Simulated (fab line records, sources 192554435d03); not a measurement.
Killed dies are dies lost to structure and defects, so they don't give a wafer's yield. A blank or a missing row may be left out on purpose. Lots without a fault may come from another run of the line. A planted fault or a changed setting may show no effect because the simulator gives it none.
A struck lot beside a sound one | flow n5_finfet | 37 steps out of a route of 1938
Sound: wafers L215.2, L215.4, L215.5. Struck: wafers L222.2, L222.4, L222.5. The cause comes at the end.
At each step with rows: each side's tool, then ch and its chambers, then its first start. Under that, the readings that differ: sound wafers | struck wafers | difference of the means | sigmas: that difference in standard deviations of wafers without a fault.
alike: readings whose means differ by less than 2 such deviations, and words and numbers that are the same on both sides. not compared: withheld readings, readings that some wafer has no value for, bounds like >300 that may hide the same value, and numbers for which the record gives no deviation and whose values overlap.
The two part at a step that has a row with sigmas, a row that says differs or no value, or rows on one side only. Numbers that don't overlap but have no deviation are shown without sigmas and don't part them. A reading that every wafer of one side lacks parts them only if that side has two wafers or more.

first, 9 steps without rows for these wafers: N5_BEOL_M4_ANNEAL_95 (time 240 s); N5_BEOL_M4_SPUTTER_96 (material Cu, target thk 4.5 nm, time 8.29 s); N5_BEOL_M4_ECD_50 (material Cu, target thk 300 nm); N5_BEOL_M4_ANNEAL_51 (time 90 s); N5_BEOL_M4_CMP_52 (polishes, stops on SiOC, t overpolish 6.8 s, target thk 40 nm); N5_BEOL_M4_PRE_CLEAN_60 (time 15 s); N5_BEOL_M4_CO_CAP_55 (material Co, precursor CCTBA/H2, target thk 2 nm, time 102.1 s); N5_BEOL_M4_PRE_CLEAN_56 (time 15 s); N5_BEOL_M4_DEP_57 (deposits SiCN from 3MS/NH3, target thk 8 nm, time 14 s).
N5_BEOL_M4_RC_MEAS_101:
  sound on prober-01 ch 0, day 10 01:50; struck on prober-02 ch 0, day 12 05:01
  alike: DIBL_N, DIBL_P, IOFF_N, IOFF_P, ION_N, ION_P, SS_N, SS_P, VT_N, VT_P
then, 24 steps without rows for these wafers: N5_BEOL_M5_ILD_DEP_00 (deposits SiCOH lowk from DEMS/porogen, target thk 140.64 nm, time 25.9 s); N5_BEOL_M5_CURE_79 (cures SiCOH lowk, time 240 s); N5_BEOL_M5_PECVD_70 (deposits SiO2 from TEOS/O2, target thk 16 nm, time 18 s); N5_BEOL_M5_HM_DEP_02 (deposits TiN, target thk 20 nm); N5_BEOL_M5_COAT_59 (time 60 s, resist thk 60 nm); N5_BEOL_M5_COAT_60 (time 60 s, resist thk 12 nm); N5_BEOL_M5_COAT_71 (time 60 s, resist thk 5 nm); N5_BEOL_M5_COAT_05 (resist thk 30 nm); N5_BEOL_M5_EBR_07; N5_BEOL_M5_SOFTBAKE_06 (time 60 s); N5_BEOL_M5_EXPOSE_08 (exposes mask M5, target cd 28 nm); N5_BEOL_M5_PEB_09 (peb time 60 s); N5_BEOL_M5_DEVELOP_10 (develop time 30 s); N5_BEOL_M5_DESCUM_16 (chemistry O2, time 7 s); N5_BEOL_M5_ETCH_72 (etches underlayer in N2/H2, target depth 6.5 nm, time 5.2 s); N5_BEOL_M5_ETCH_61 (etches SiARC in CF4, target depth 15.6 nm, time 26 s); N5_BEOL_M5_ETCH_62 (etches SOC in N2/H2, target depth 75 nm, overetch 15 nm, time 112.5 s); N5_BEOL_M5_STRIP_63 (strips in N2/H2); N5_BEOL_M5_STRIP_73 (strips in N2/H2); N5_BEOL_M5_STRIP_64 (strips in CF4); N5_BEOL_M5_HM_OPEN_17 (chemistry Cl2/BCl3, target TiN, target depth 20 nm, overetch 6 nm); N5_BEOL_M5_STRIP_19 (strips in O2); N5_BEOL_M5_COAT_65 (time 60 s, resist thk 60 nm); N5_BEOL_M5_COAT_66 (time 60 s, resist thk 12 nm).
-- the record jumps here: 4 days lie between the struck wafers' starts before and after (it left off in module BEOL_M5 and takes up again in module BEOL_M13, whose first step shown is number 1700 of the route) --
N5_BEOL_M13_ETCH_38: etches SiCN in CF4/N2, target depth 67.5 nm, time 71.9 s.
  sound on rie_diel-03 ch 0,1, day 13 14:09; struck on rie_diel-03 ch 0,2, day 15 23:41
  no value came back on the struck wafers for any of 9 readings (bias_w (W), cf4_flow_sccm (sccm) and others); on the sound wafers bias_w (W) reads 70.16 69.91 70.22
  reading                                       | sound           | struck          | difference | sigmas
  model.SiOC_of_BEOL_M13_ILD_DEP_00.thk_nm (nm) | 792.4 787.6 786 | 828.8 839 842.2 | +48.0      |
  not compared: rf_hours_counter_h
N5_BEOL_M13_CMP_49: polishes, stops on SiOC, t overpolish 17.1 s, target thk 420 nm.
  sound on cmp-01 ch 0,2, day 13 15:30; struck on cmp-01 ch 0,1,2, day 16 00:58
  reading                                       | sound           | struck        | difference | sigmas
  model.SiOC_of_BEOL_M13_ILD_DEP_00.thk_nm (nm) | 782.4 777.6 776 | 819 829 832.2 | +48        |
  alike: motor_current_A, slurry_flow_ml_min
N5_PASSIVATION_PROBE_49:
  sound on prober-02, day 14 18:52; struck on prober-02, day 17 05:01
  reading                  | sound          | struck         | difference | sigmas
  defect_limited_yield (%) | 90.1 90.0 88.0 | 0 0 0          | -89        | -60
  killed_at_M4_up          | 26 26 32       | 1093 1098 1069 | +1059      | +99 or more
  killed_dies              | 117 118 142    | 1180 1180 1180 | +1054      | +59
  killed_on_rim            | 18 18 21       | 152 152 152    | +133       | +34
  sort_bin_5_function (%)  | 6.3 5.8 8.0    | 96.1 96.9 95.7 | +89.5      | +90
  sort_n_pass              | 1063 1062 1038 | 0 0 0          | -1054      | -59
  sort_yield_pct (%)       | 90.1 90.0 88.0 | 0 0 0          | -89        | -60
  alike: killed_at_M0_to_M3, killed_at_contacts, killed_at_front_end, killed_at_other, killed_open, killed_short, sort_bin_6_memory

WHERE THEY PART
First at N5_BEOL_M13_ETCH_38; last, within this record, at N5_PASSIVATION_PROBE_49.

WHY: what the simulator had put in
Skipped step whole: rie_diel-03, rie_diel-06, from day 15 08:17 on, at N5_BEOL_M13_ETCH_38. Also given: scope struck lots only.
